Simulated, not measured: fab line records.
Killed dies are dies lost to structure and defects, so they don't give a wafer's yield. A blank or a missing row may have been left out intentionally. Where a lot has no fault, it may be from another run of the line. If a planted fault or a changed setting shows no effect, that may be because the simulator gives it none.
Matching of chambers	flow n5 finfet	N5_BEOL_M10_STRIP_67 on rie diel-05 has 4 sister chambers
The step strips in CF4. 4 wafers are shown with their chamber, then 11 later ones without.

WAFERS, EACH WITH ITS CHAMBER
wafer	chamber	showerhead plenum p Torr (Torr)
L086.3	1	1.85
L089.3	2	1.80
L089.6	0	1.82
L088.1	3	1.75

WAFERS WITHOUT THEIR CHAMBER
wafer	showerhead plenum p Torr (Torr)
L088.3	1.80
L088.4	1.85
L094.2	1.80
L094.5	1.80
L094.6	1.82
L096.1	1.82
L096.2	1.74
L096.6	1.82
L097.1	1.81
L097.3	1.84
L097.5	1.81

WHICH CHAMBER EACH ONE RAN IN
wafer	from the rows above	in truth
L088.3	2	2
L088.4	1	1
L094.2	2	2
L094.5	2	2
L094.6	0	0
L096.1	0	0
L096.2	3	3
L096.6	0	0
L097.1	can't be placed: 0 or 2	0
L097.3	can't be placed: 1 or 0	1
L097.5	can't be placed: 0 or 2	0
Correct placement for 8 of the 11. Not placeable from these rows: 3 (in 3, the candidates include the true chamber). Number placed wrongly: 0.
How it was worked out, from the rows above alone: a wafer's distance from a chamber is the root of the sum, over the readings, of the square of ((its reading less the chamber's mean) divided by the reading's scatter). The wafer belongs to the nearest chamber; if the next one is less than 2 further off, it can't be placed. For every chamber, the mean is computed from those of its wafers that are shown. The scatter (one wafer shown for each chamber): square how far every hidden wafer sits from the nearest shown wafer, average those squares and take the square root.
